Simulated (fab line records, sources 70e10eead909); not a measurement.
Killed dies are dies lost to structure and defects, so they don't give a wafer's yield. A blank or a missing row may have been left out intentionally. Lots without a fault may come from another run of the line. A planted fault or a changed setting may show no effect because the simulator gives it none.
Which of the tools did it? || flow nand-harc || 12 lots with 36 wafers sampled at 2 steps, on a route of 1159 steps

## WHAT EACH GAUGE READ, for each wafer
NHARC_P_M0_OVL_MEAS_10: pitch 180 nm.
{"lot": "L076", "measured": "day 6 05:38", "on": "overlay-01", "overlay-x-nm (nm)": "0.3 1.0 0.0"}
{"lot": "L077", "measured": "day 6 10:17", "on": "overlay-02", "overlay-x-nm (nm)": "2.1 1.4 1.3"}
{"lot": "L079", "measured": "day 7 00:45", "on": "overlay-01", "overlay-x-nm (nm)": "-0.5 -0.8 -0.9"}
{"lot": "L081", "measured": "day 7 10:02", "on": "overlay-02", "overlay-x-nm (nm)": "1.5 1.4 1.9"}
{"lot": "L083", "measured": "day 8 01:02", "on": "overlay-01", "overlay-x-nm (nm)": "0.4 -0.1 -0.7"}
{"lot": "L084", "measured": "day 8 10:23", "on": "overlay-02", "overlay-x-nm (nm)": "-0.7 -1.0 -0.7"}
{"lot": "L087", "measured": "day 9 01:04", "on": "overlay-01", "overlay-x-nm (nm)": "1.4 1.2 1.2"}
{"lot": "L089", "measured": "day 9 22:50", "on": "overlay-01", "overlay-x-nm (nm)": "0.2 0.2 0.0"}
{"lot": "L090", "measured": "day 10 02:38", "on": "overlay-01", "overlay-x-nm (nm)": "-0.6 -0.2 -0.3"}
{"lot": "L093", "measured": "day 10 08:04", "on": "overlay-02", "overlay-x-nm (nm)": "-0.2 0.7 0.0"}
{"lot": "L095", "measured": "day 11 06:51", "on": "overlay-02", "overlay-x-nm (nm)": "0.0 0.0 -0.3"}
{"lot": "L097", "measured": "day 11 12:36", "on": "overlay-02", "overlay-x-nm (nm)": "-0.3 -0.3 -0.7"}

## WHAT TOOL EACH LOT RAN ON (gives the tool, then ch and the chambers of the sampled wafers, and finally the start)
{"lot": "L076", "NHARC_P_CONTACT_ETCH_36": "rie-diel-10 ch 0,2,3, day 6 05:38 or earlier"}
{"lot": "L077", "NHARC_P_CONTACT_ETCH_36": "rie-diel-07 ch 0,1,2, day 6 10:17 or earlier"}
{"lot": "L079", "NHARC_P_CONTACT_ETCH_36": "rie-diel-04 ch 0,3, day 7 00:45 or earlier"}
{"lot": "L081", "NHARC_P_CONTACT_ETCH_36": "rie-diel-10 ch 0,2,3, day 7 10:02 or earlier"}
{"lot": "L083", "NHARC_P_CONTACT_ETCH_36": "rie-diel-04 ch 1,2,3, day 8 01:02 or earlier"}
{"lot": "L084", "NHARC_P_CONTACT_ETCH_36": "rie-diel-10 ch 0,1,2, day 8 10:23 or earlier"}
{"lot": "L087", "NHARC_P_CONTACT_ETCH_36": "rie-diel-10 ch 1,2, day 9 01:04 or earlier"}
{"lot": "L089", "NHARC_P_CONTACT_ETCH_36": "rie-diel-04 ch 0,2, day 9 22:50 or earlier"}
{"lot": "L090", "NHARC_P_CONTACT_ETCH_36": "rie-diel-10 ch 1,3, day 10 02:38 or earlier"}
{"lot": "L093", "NHARC_P_CONTACT_ETCH_36": "rie-diel-10 ch 0,2,3, day 10 08:04 or earlier"}
{"lot": "L095", "NHARC_P_CONTACT_ETCH_36": "rie-diel-04 ch 1,2,3, day 11 06:51 or earlier"}
{"lot": "L097", "NHARC_P_CONTACT_ETCH_36": "rie-diel-10 ch 0,2,3, day 11 12:36 or earlier"}
- NHARC_P_CONTACT_ETCH_36: etches the open film in N2/H2, target depth 260 nm, time 406.25 s.

## THE ANSWER, worked out from the rows above alone
Rule: the lots themselves supply what counts as usual. Put in order of their means at a reading, lots are off if they are a third of the lots or fewer, leave a main group of 4 or more, and stand apart from it by a gap of 3 or more times the standard deviation of the main group's means; of several such gaps the widest counts. A main group is skipped when, at the precision printed for the reading in the tables above, its means are all equal. A lot without any number at a reading at which 4 lots or more have one is off too. All remaining lots with rows at the step are treated as sound.
No lot is off on any of the readings shown, so nothing can be concluded from this.

## WHAT THE SIMULATOR HAD INSERTED
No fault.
